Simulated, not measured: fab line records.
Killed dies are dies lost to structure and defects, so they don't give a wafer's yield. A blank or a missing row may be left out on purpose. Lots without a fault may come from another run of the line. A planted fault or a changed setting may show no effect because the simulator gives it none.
Problem report, 8D (eight disciplines) form, completed by code | flow n5Finfet | the parts of the form that need people (team, actions taken, sign-off) are left out

1. WHAT IS WRONG
Wafers with no fault read 197.2 s with a standard deviation of 0.61, whereas runLengthS at N5_PASSIVATION_PECVD_53 reads a mean of 210.1 s on 1 wafer of 1 lot. That puts it +21 standard deviations away from the usual mean.
The step: deposits SiO2 from TEOS/O2, target thk 800 nm, time 169.4 s.
Earliest sighting: wafer L769.1 on pecvd-02 at day 15 05:57. The record has a number at this step for 30 wafers belonging to 10 lots. Rule for "out", or "out of limits": more than 4 standard deviations from the usual mean. All remaining wafers that have a number are taken as sound.

2. WHAT THIS IS AND IS NOT
question                    | is                | is not
which readings at this step | runLengthS        | -
which lots                  | L769              | L760, L761, L762, L763, L764, L765, L767, L768, L779
which wafers of those lots  | L769.1            | L769.2, L769.3
read on which tools         | pecvd-02          | pecvd-03, pecvd-04
when                        | from day 15 05:57 | up to then (26 sound wafers); but 3 sound wafers of L779 came after

3. WHAT RULES OUT EACH SUSPECT
Counting: a tool at a process step up to the reading stays a suspect if it ran every lot that is out. Sound lots after the first of them don't rule it out here, since some wafers of a struck lot are sound.
- pecvd-02 at N5_PASSIVATION_PECVD_53 (deposits SiO2 from TEOS/O2, target thk 800 nm, time 169.4 s): kept. It processed L769, the lot that is out, at day 15 05:57, and its most recent sound lot before then was L768 at day 14 23:41. Its own runLengthS readings are out on those wafers.
- Within pecvd-02 at N5_PASSIVATION_PECVD_53: the wafers that are out ran in chamber 2; their sound lot-mates ran in chambers 0, 1.
Remaining after the count: pecvd-02 at N5_PASSIVATION_PECVD_53.

4. THE CAUSE (what the simulator had put in)
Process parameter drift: pecvd-02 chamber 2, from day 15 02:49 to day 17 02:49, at N5_PASSIVATION_PECVD_53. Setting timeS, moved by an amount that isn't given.
After counting, this tool was the only one left.

5. THE CHAIN OF EFFECTS, in route order
One row per reading whose mean, taken over the struck wafers that have a number, lies over 3 standard deviations from the usual. Only readings whose record carries a usual standard deviation are examined. hours: median over the lots of the time between each lot's start at the first step of this table that gives one and its start at this step. sigmas: the change, counted in usual standard deviations.
hours | step                    | reading             | usual   | on struck wafers | change | sigmas
0     | N5_PASSIVATION_PECVD_53 | runLengthS          | 197.2 s | 210.1            | +12.9  | +21
4     | N5_PASSIVATION_PROBE_49 | defectLimitedYield  | 91.3 %  | 70.8             | -20.5  | -15
4     | N5_PASSIVATION_PROBE_49 | killedAtOther       | 4.1     | 258.0            | +253.9 | +91
4     | N5_PASSIVATION_PROBE_49 | killedDies          | 103     | 344              | +241   | +14
4     | N5_PASSIVATION_PROBE_49 | sort_bin_5_function | 5.1 %   | 25.8             | +20.7  | +23
4     | N5_PASSIVATION_PROBE_49 | sortNPass           | 1077    | 836              | -241   | -14
4     | N5_PASSIVATION_PROBE_49 | sortYieldPct        | 91.3 %  | 70.8             | -20.5  | -15
Here are the process steps it includes:
- N5_PASSIVATION_PECVD_53: deposits SiO2 from TEOS/O2, target thk 800 nm, time 169.4 s.
- N5_PASSIVATION_PROBE_49
Later measuring or inspecting steps at which every struck wafer that the step has a row for has a number for every such reading, and none has moved that far: N5_PASSIVATION_INSPECT_67.

6. HOW IT WOULD HAVE BEEN CAUGHT EARLIER
First out-of-limits reading in this record: day 15 05:57, which is 3 hours after fault onset at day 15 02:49.
